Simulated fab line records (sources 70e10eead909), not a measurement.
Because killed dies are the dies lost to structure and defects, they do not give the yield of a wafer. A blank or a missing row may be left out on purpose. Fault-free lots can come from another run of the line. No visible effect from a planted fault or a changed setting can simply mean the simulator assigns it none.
Struck lot and sound lot, side by side -- flow nand harc -- 14 out of 1302 route steps
Sound: these wafers, L160.1, L160.4, L160.5. The struck wafers were L155.3, L155.5, L155.6. The cause is named last.
Each step with rows lists, per side, the tool, then ch with its chambers, then its first start. Under that, the readings that differ: sound wafers -- struck wafers -- difference of the means -- sigmas: that difference in standard deviations of wafers without a fault.
alike: a reading whose means differ by less than 2 such deviations, as well as words and numbers matching on both sides. not compared: withheld readings; readings where some wafer has no value; bounds like >300 that might hide an equal value; numbers whose values overlap and for which the record gives no deviation.
A row with sigmas, a row that says differs or no value, or rows on one side alone: a step with any of these is where the two part. Numbers that have no deviation but don't overlap get no sigmas and don't part them. Lack of a reading on every wafer of one side parts them only where that side has two or more wafers.

first, 2 steps without rows for these wafers: NHARC_A_DECK1_JOINT_ANNEAL_28 (time 1800 s); NHARC_A_DECK1_JOINT_ANNEAL_29 (time 1800 s).
NHARC_A_DECK1_JOINT_CMP_02: polishes SiOx.
  sound on cmp-04 ch 0,2,3, day 19 22:30; struck on cmp-04 ch 0,3, day 17 03:29
  alike: motor current A, slurry flow ml min
after that, 1 step had no rows for these wafers: NHARC_A_DECK1_JOINT_SRD_15.
NHARC_A_DECK1_JOINT_DEP_16: deposits SiO2, target thk 45 nm.
  sound on pecvd-03 ch 0,1, day 19 22:52; struck on pecvd-04 ch 0,1,2, day 17 03:56
  alike: heater power w, showerhead vpp V, throttle valve pct
NHARC_A_DECK1_JOINT_THK_MEAS_17: measures by ellipsometry.
  struck on film metro-01, day 17 04:10; sound on film metro-02, day 19 23:07
  alike: thk nm
NHARC_A_DECK1_JOINT_INSPECT_05:
  struck on defect inspect-02, day 17 04:12; sound on defect inspect-02, day 19 23:09
  alike: raw defect count
following that, 1 step holds no rows for these wafers, namely NHARC_A_ONON_D2_DEP_00 (target thickness 1000 nm).
NHARC_A_ONON_D2_THK_MEAS_02: measures by ellipsometry.
  struck on film metro-01, day 17 05:05; sound on film metro-02, day 19 23:44
  alike: thk nm
following that, 1 step holds no rows for these wafers, namely NHARC_A_ONON_D2_DEP_03 (target thickness 1000 nm).
NHARC_A_ONON_D2_THK_MEAS_05: measures by ellipsometry.
  struck on film metro-02, day 17 05:39; sound on film metro-02, day 20 00:17
  alike: thk nm
NHARC_A_ONON_D2_DEP_06: target thk 1000 nm.
  sound on pecvd onon-02 ch 0, day 20 00:21; struck on pecvd onon-01 ch 0, day 17 05:49
NHARC_A_ONON_D2_THK_MEAS_08: measures by ellipsometry.
  struck on film metro-02, day 17 06:23; sound on film metro-01, day 20 00:52
reading,sound,struck,difference,sigmas
thk nm (nm),1000 1003 1003,276 277 278,-725,-99 or more
  not compared: hold
NHARC_END_SORT_01:
  the record has rows for the sound wafers here (prober-02 ch 0, day 32 05:59) and none for the struck ones

== WHERE THEY PART ==
First at NHARC_A_ONON_D2_THK_MEAS_08; last, within this record, at NHARC_END_SORT_01.

WHY: whatever the simulator had introduced
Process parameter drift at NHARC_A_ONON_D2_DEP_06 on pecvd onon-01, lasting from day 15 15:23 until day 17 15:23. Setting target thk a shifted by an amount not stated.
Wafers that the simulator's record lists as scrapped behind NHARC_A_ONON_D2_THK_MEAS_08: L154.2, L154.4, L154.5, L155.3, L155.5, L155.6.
